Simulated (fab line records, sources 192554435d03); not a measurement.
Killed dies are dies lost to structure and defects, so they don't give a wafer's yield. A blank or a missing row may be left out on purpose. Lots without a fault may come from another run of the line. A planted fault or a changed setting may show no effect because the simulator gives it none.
Split-lot experiment | flow n5_finfet | 7 lots, 21 wafers read, on a route of 1938 steps

THE SPLIT
At N5_GATE_CUT_COAT_07 (resist thk 30 nm), the setting spin_rpm was moved away from the recipe's 1500 rpm on 5 of the 21 wafers read, by -9.3% to +9.0%. The other wafers ran this setting at the recipe's value.

FROM THE SPLIT TO THE READING: what the file shows between them, 5 steps
- N5_GATE_CUT_EBR_09
- N5_GATE_CUT_SOFTBAKE_08: time 60 s
- N5_GATE_CUT_EXPOSE_10: exposes mask GATE CUT, target cd 20 nm
- N5_GATE_CUT_PEB_11: peb time 60 s
- N5_GATE_CUT_DEVELOP_12: develop time 30 s

THE READING
CAR-EUV_of_GATE_CUT_COAT_07.thk_nm (the simulator's own value, which no gauge read), in nm, at N5_GATE_CUT_DESCUM_18 (chemistry O2, time 7 s). The file gives no usual value for it. The 16 wafers here that ran the recipe average 26.0 nm, standard deviation 0.066 nm.

wafer  | tool, chamber at the split | spin_rpm as run, rpm | against the recipe | CAR-EUV_of_GATE_CUT_COAT_07.thk_nm, nm | against lot-mates on the recipe
L078.1 | litho_track-04, 0          | 1500                 | recipe             | 26                                     | -
L078.2 | litho_track-04, 0          | 1500                 | recipe             | 26                                     | -
L078.4 | litho_track-04, 0          | 1635                 | +9.0%              | 24.8                                   | -1.2
L079.4 | litho_track-04, 0          | 1500                 | recipe             | 26.2                                   | -
L079.5 | litho_track-04, 0          | 1500                 | recipe             | 26                                     | -
L079.6 | litho_track-04, 0          | 1500                 | recipe             | 26                                     | -
L080.2 | litho_track-03, 0          | 1500                 | recipe             | 26                                     | -
L080.3 | litho_track-03, 0          | 1500                 | recipe             | 26                                     | -
L080.5 | litho_track-03, 0          | 1500                 | recipe             | 26                                     | -
L081.1 | litho_track-05, 0          | 1500                 | recipe             | 26.2                                   | -
L081.2 | litho_track-05, 0          | 1500                 | recipe             | 26                                     | -
L081.3 | litho_track-05, 0          | 1360                 | -9.3%              | 27.6                                   | +1.5
L083.2 | litho_track-03, 0          | 1598                 | +6.5%              | 25                                     | -1.0
L083.3 | litho_track-03, 0          | 1598                 | +6.5%              | 25                                     | -1.0
L083.4 | litho_track-03, 0          | 1500                 | recipe             | 26                                     | -
L084.1 | litho_track-05, 0          | 1500                 | recipe             | 26                                     | -
L084.2 | litho_track-05, 0          | 1500                 | recipe             | 26                                     | -
L084.4 | litho_track-05, 0          | 1500                 | recipe             | 26                                     | -
L095.2 | litho_track-03, 0          | 1500                 | recipe             | 26                                     | -
L095.5 | litho_track-03, 0          | 1500                 | recipe             | 26                                     | -
L095.3 | litho_track-03, 0          | 1614                 | +7.6%              | 25                                     | -1.0

THE FIT
A straight line over all 21 wafers: CAR-EUV_of_GATE_CUT_COAT_07.thk_nm changes by -0.152 nm for each +1% of spin_rpm; r = -0.99; the points scatter about the line by 0.082 nm.
The same after taking each lot's own level away (the mean of its wafers on the recipe; 21 wafers): -0.147 nm for each +1%; r = -0.99; scatter 0.069 nm.
On that fit, the largest move of spin_rpm shifts the reading by 1.4 nm.
The lots' own levels span 26.00 to 26.10 nm, that is 1.5 times the standard deviation above.
So the lot-to-lot level changes the slope little: the two slopes agree.
Check: with one of the wafers moved furthest among these (-9.3%) left out of the fit, the line predicts +1.31 nm for it against its lot-mates. It came out at +1.5 nm against them.

OTHER SPLITS ON THESE WAFERS
These wafers also went through other splits before the reading. Each is held against what the fit with the lots' levels taken away leaves over:
other split on the same wafers | wafers away from the commonest value | r with CAR-EUV_of_GATE_CUT_COAT_07.thk_nm (lot level and that fit taken away)
N5_GATE_CUT_COAT_27 spin_rpm   | 4                                    | +0.37

THE WHOLE CHAIN: every reading that the file lists as answering this split, in the file's order
step                   | what it does           | reading                                                                             | change (the file's fit)               | r (the file's)
N5_GATE_CUT_COAT_07    | resist thk 30 nm       | CAR-EUV_of_GATE_CUT_COAT_07.thk_nm (the simulator's own value, which no gauge read) | -0.148 nm for each +1% of the setting | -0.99
N5_GATE_CUT_DEVELOP_12 | develop time 30 s      | CAR-EUV_of_GATE_CUT_COAT_07.thk_nm (the simulator's own value, which no gauge read) | -0.156 nm for each +1% of the setting | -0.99
N5_GATE_CUT_DESCUM_18  | chemistry O2, time 7 s | CAR-EUV_of_GATE_CUT_COAT_07.thk_nm (the simulator's own value, which no gauge read) | -0.145 nm for each +1% of the setting | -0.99

THE FILE'S OWN FIT
CAR-EUV_of_GATE_CUT_COAT_07.thk_nm changes by -0.145 nm for each +1% of spin_rpm, r = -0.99.
